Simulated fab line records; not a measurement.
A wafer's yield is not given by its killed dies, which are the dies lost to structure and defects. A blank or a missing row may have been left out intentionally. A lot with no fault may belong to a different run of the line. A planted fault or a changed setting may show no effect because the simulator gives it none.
Matching of chambers	flow n5-finfet	3 sister chambers for N5_BEOL_M5_PECVD_70 on pecvd-01
The step deposits SiO2 from TEOS/O2, target thk 16 nm, time 18 s. 6 wafers are shown with their chamber, then 9 later ones without.

WAFERS, EACH WITH ITS CHAMBER
wafer	chamber	throttle-valve-pct (%)	showerhead-plenum-p-Torr (Torr)
L075.4	1	22.9	8.79
L085.1	1	22.9	8.77
L085.2	0	21.0	8.72
L089.3	2	22.6	8.78
L089.4	2	22.3	8.76
L089.5	0	21.1	8.71

WAFERS WITHOUT THEIR CHAMBER
wafer	throttle-valve-pct (%)	showerhead-plenum-p-Torr (Torr)
L092.2	22.5	8.78
L092.5	21.2	8.73
L092.6	22.5	8.77
L091.1	21.2	8.72
L091.3	22.8	8.78
L091.6	23.2	8.79
L095.2	21.3	8.72
L095.3	22.8	8.76
L095.6	21.0	8.73

WHICH CHAMBER EACH ONE RAN IN
wafer	from the rows above	in truth
L092.2	2	2
L092.5	0	0
L092.6	2	2
L091.1	0	0
L091.3	1	1
L091.6	1	1
L095.2	0	0
L095.3	can't be placed: 1 or 2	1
L095.6	0	0
Correct placement for 8 of the 9. Cannot be placed on the basis of these rows: 1; the candidates contain the true chamber in 1. Number placed wrongly: 0.
How it was worked out, from the rows above alone: a wafer's distance from a chamber is the root of the sum, over the readings, of the square of ((its reading less the chamber's mean) divided by the reading's scatter). The wafer belongs to the nearest chamber; if the next one is less than 2 further off, it can't be placed. A chamber's mean is the mean of its shown wafers. The scatter is the square root of a quotient: the sum, over the shown wafers, of each reading's squared deviation from its chamber's mean, divided by wafers minus chambers.
